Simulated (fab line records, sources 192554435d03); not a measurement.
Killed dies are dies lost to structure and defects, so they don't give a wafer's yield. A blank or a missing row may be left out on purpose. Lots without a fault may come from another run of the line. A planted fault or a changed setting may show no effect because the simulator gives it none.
Split-lot experiment | flow n5_finfet | 7 lots, 21 wafers read, on a route of 1938 steps

THE SPLIT
At N5_PASSIVATION_PECVD_01 (deposits SiNx from SiH4/NH3/N2, target thk 200 nm, time 43.2 s), the setting time_s was moved away from the recipe's 43.2 s on 5 of the 21 wafers read, by +6.1% to +13.9%. The other wafers ran this setting at the recipe's value.

The reading is taken at the split's own step.

THE READING
SiNx_of_PASSIVATION_PECVD_01.thk_nm (the simulator's own value, which no gauge read), in nm, at N5_PASSIVATION_PECVD_01 (deposits SiNx from SiH4/NH3/N2, target thk 200 nm, time 43.2 s). The file gives no usual value for it. The 16 wafers here that ran the recipe average 201.4 nm, standard deviation 2.9 nm.

wafer  | tool, chamber at the split | time_s as run, s | against the recipe | SiNx_of_PASSIVATION_PECVD_01.thk_nm, nm | against lot-mates on the recipe
L076.1 | pecvd-02, 0                | 46.71            | +8.1%              | 216.6                                   | +20.6
L076.2 | pecvd-02, 2                | 46.71            | +8.1%              | 212.6                                   | +16.6
L076.3 | pecvd-02, 1                | 43.2             | recipe             | 196                                     | -
L075.1 | pecvd-01, 2                | 43.2             | recipe             | 203.4                                   | -
L075.5 | pecvd-01, 0                | 43.2             | recipe             | 205                                     | -
L075.6 | pecvd-01, 1                | 49.2             | +13.9%             | 231.2                                   | +27.0
L083.2 | pecvd-03, 1                | 43.2             | recipe             | 198.4                                   | -
L083.3 | pecvd-03, 0                | 43.2             | recipe             | 199.6                                   | -
L083.4 | pecvd-03, 0                | 43.2             | recipe             | 203.2                                   | -
L080.1 | pecvd-03, 1                | 43.2             | recipe             | 199.4                                   | -
L080.3 | pecvd-03, 2                | 43.2             | recipe             | 198.2                                   | -
L080.5 | pecvd-03, 0                | 43.2             | recipe             | 202.4                                   | -
L092.1 | pecvd-01, 2                | 43.2             | recipe             | 201.2                                   | -
L092.4 | pecvd-01, 2                | 43.2             | recipe             | 204.6                                   | -
L092.5 | pecvd-01, 1                | 43.2             | recipe             | 199.4                                   | -
L094.1 | pecvd-01, 2                | 43.2             | recipe             | 204.6                                   | -
L094.2 | pecvd-01, 0                | 43.2             | recipe             | 203.6                                   | -
L094.4 | pecvd-01, 0                | 43.2             | recipe             | 205.2                                   | -
L096.1 | pecvd-03, 2                | 45.83            | +6.1%              | 212.4                                   | +14.2
L096.2 | pecvd-03, 1                | 45.83            | +6.1%              | 207.4                                   | +9.2
L096.3 | pecvd-03, 0                | 43.2             | recipe             | 198.2                                   | -

THE FIT
A straight line over all 21 wafers: SiNx_of_PASSIVATION_PECVD_01.thk_nm changes by +1.86 nm for each +1% of time_s; r = +0.92; the points scatter about the line by 3.2 nm.
The same after taking each lot's own level away (the mean of its wafers on the recipe; 21 wafers): +2.05 nm for each +1%; r = +0.97; scatter 1.9 nm.
On that fit, the largest move of time_s shifts the reading by 28 nm.
The lots' own levels span 196.00 to 204.47 nm, that is 3.0 times the standard deviation above.
So the lot-to-lot level changes the slope little: the two slopes agree.
Check: with one of the wafers moved furthest among these (+13.9%) left out of the fit, the line predicts +30 nm for it against its lot-mates. It came out at +27 nm against them.

OTHER SPLITS ON THESE WAFERS
These wafers also went through other splits before the reading. Each is held against what the fit with the lots' levels taken away leaves over:
other split on the same wafers    | wafers away from the commonest value | r with SiNx_of_PASSIVATION_PECVD_01.thk_nm (lot level and that fit taken away)
N5_BEOL_M14_PEB_08 peb_temp_c     | 9                                    | +0.14
N5_BEOL_M15_CMP_49 down_force_psi | 3                                    | +0.11
N5_MIM_BOT_SPUTTER_00 time_s      | 6                                    | -0.31

THE FILE'S OWN FIT
SiNx_of_PASSIVATION_PECVD_01.thk_nm changes by +2.02 nm for each +1% of time_s, r = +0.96.
